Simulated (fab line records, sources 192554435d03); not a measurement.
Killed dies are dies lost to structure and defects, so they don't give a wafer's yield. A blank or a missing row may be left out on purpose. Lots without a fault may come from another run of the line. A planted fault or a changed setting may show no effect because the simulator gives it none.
Problem report in the 8D (eight disciplines) form, filled by code | flow n5_finfet | the parts of the form that need people (team, actions taken, sign-off) are left out

1. THE PROBLEM
M14_THK at N5_BEOL_M14_THK_MEAS_50 reads a mean of 390 nm on 6 wafers of 2 lots; wafers without a fault read 578 nm with a standard deviation of 20. That is -9.4 standard deviations from the usual mean.
The step: measures by xrf.
First seen on wafer L380.2, day 11 23:53, on film_metro-02. The record holds 22 wafers of 9 lots with a number at this step. Rule for "out", or "out of limits": more than 4 standard deviations from the usual mean. The other wafers with a number count as sound.

2. WHAT IT IS AND WHAT IT IS NOT
question                    | is                     | is not
which readings at this step | M14_THK                | -
which lots                  | L380, L381             | L376, L378, L389, L391, L393, L394, L398
which wafers of those lots  | all that have a number | -
read on which gauges        | film_metro-02          | film_metro-01
when                        | from day 11 23:53      | up to then (5 sound wafers); but 11 sound wafers of L389, L391, L393, L394, L398 came after

3. SUSPECTS, AND WHAT RULES EACH OUT
Counting: a tool at a process step up to the reading stays a suspect if it ran every lot that is out and no sound lot after the first of them.
- the gauge at N5_BEOL_M14_THK_MEAS_50: ruled out. All the wafers that are out were read on film_metro-02, but those of them that N5_BEOL_M14_CMP_49 has rows for are out there too, on other tools.
- ecd_cu-01 at N5_BEOL_M14_ECD_47 (material Cu, target thk 1248 nm): ruled out as a lasting fault. Sound lots L389, L391, L394, L393, L398 ran on it after its first lot that is out, L380 (day 11 22:17).
- cmp-03 at N5_BEOL_M14_CMP_49 (polishes, stops on SiO2, t overpolish 5.2 s, target thk 560 nm): ruled out as a lasting fault. Sound lots L398 ran on it after its first lot that is out, L380 (day 11 23:35).
Left after counting: nothing in the record.

4. THE CAUSE (what the simulator had put in)
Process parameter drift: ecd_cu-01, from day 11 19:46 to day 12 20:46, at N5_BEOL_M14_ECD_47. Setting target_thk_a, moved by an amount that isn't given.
Counting ruled it out, wrongly: the rule takes a fault to strike every lot that its tool runs from its start on, and this one did not.

5. THE CHAIN OF EFFECTS, in route order
Each row: a reading whose mean over the struck wafers that have a number lies more than 3 standard deviations from the usual. Only readings for which the record gives a usual standard deviation are gone through. hours: the time from each lot's start at the first step in this table that gives one to its start at this step, as a median over the lots. sigmas: the change in usual standard deviations.
hours | step                    | reading            | usual         | on struck wafers | change  | sigmas
0     | N5_BEOL_M14_CMP_49      | time_to_endpoint_s | 126 s         | 38               | -88     | -13
0     | N5_BEOL_M14_THK_MEAS_50 | M14_THK            | 578 nm        | 390              | -188    | -9.4
0     | N5_BEOL_M14_RS_MEAS_54  | M14_RS             | 0.0333 ohm/sq | 0.0495           | +0.0162 | +15
7     | N5_BEOL_M15_RC_MEAS_101 | SERP_M14           | 0.161 ohm/um  | 0.238            | +0.077  | +14
7     | N5_BEOL_M15_RC_MEAS_101 | SERP_M14_max_site  | 0.163 ohm/um  | 0.242            | +0.079  | +14
The process steps in it:
- N5_BEOL_M14_CMP_49: polishes, stops on SiO2, t overpolish 5.2 s, target thk 560 nm.
Later measuring or inspecting steps at which every struck wafer that the step has a row for has a number for every such reading, and none has moved that far: N5_BEOL_M15_THK_MEAS_01.

6. WHAT WOULD HAVE CAUGHT IT SOONER
In this record the first reading out of limits at a measuring or inspecting step was taken at day 11 23:53, 4 hours after the fault began at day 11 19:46.
